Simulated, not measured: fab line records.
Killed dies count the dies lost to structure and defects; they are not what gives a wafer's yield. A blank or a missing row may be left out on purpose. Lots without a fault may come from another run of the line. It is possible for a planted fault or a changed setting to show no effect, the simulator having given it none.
Matching of chambers / flow n5 finfet / 4 sister chambers for N5_BEOL_M10_ETCH_61 on rie diel-05
The step etches SiARC in CF4, target depth 39 nm, time 65 s. 4 wafers are shown with their chamber, then 8 later ones without.

WAFERS WITH THEIR CHAMBER
wafer=L078.5; chamber=3; drypump motor current A (A)=5.6
wafer=L086.1; chamber=2; drypump motor current A (A)=5.9
wafer=L087.4; chamber=0; drypump motor current A (A)=6.2
wafer=L085.1; chamber=1; drypump motor current A (A)=4.9

WAFERS WITH NO CHAMBER GIVEN
wafer=L085.4; drypump motor current A (A)=6.3
wafer=L085.6; drypump motor current A (A)=4.9
wafer=L096.1; drypump motor current A (A)=4.9
wafer=L096.3; drypump motor current A (A)=5.9
wafer=L096.5; drypump motor current A (A)=6.3
wafer=L094.2; drypump motor current A (A)=4.9
wafer=L094.3; drypump motor current A (A)=6.3
wafer=L094.5; drypump motor current A (A)=6.3

EACH ONE'S CHAMBER
wafer=L085.4; from the rows above=0; in truth=0
wafer=L085.6; from the rows above=1; in truth=1
wafer=L096.1; from the rows above=1; in truth=1
wafer=L096.3; from the rows above=2; in truth=2
wafer=L096.5; from the rows above=0; in truth=0
wafer=L094.2; from the rows above=1; in truth=1
wafer=L094.3; from the rows above=0; in truth=0
wafer=L094.5; from the rows above=0; in truth=0
8 of 8 placed correctly. Left unplaced by these rows: 0. Wrongly placed: 0.
How it was worked out, from the rows above alone: a wafer's distance from a chamber is the root of the sum, over the readings, of the square of ((its reading less the chamber's mean) divided by the reading's scatter). The wafer belongs to the nearest chamber; if the next one is less than 2 further off, it can't be placed. For every chamber, the mean is computed from those of its wafers that are shown. The scatter: with one shown wafer a chamber, the root of the mean of the squares of how far each hidden wafer lies from its nearest shown one.
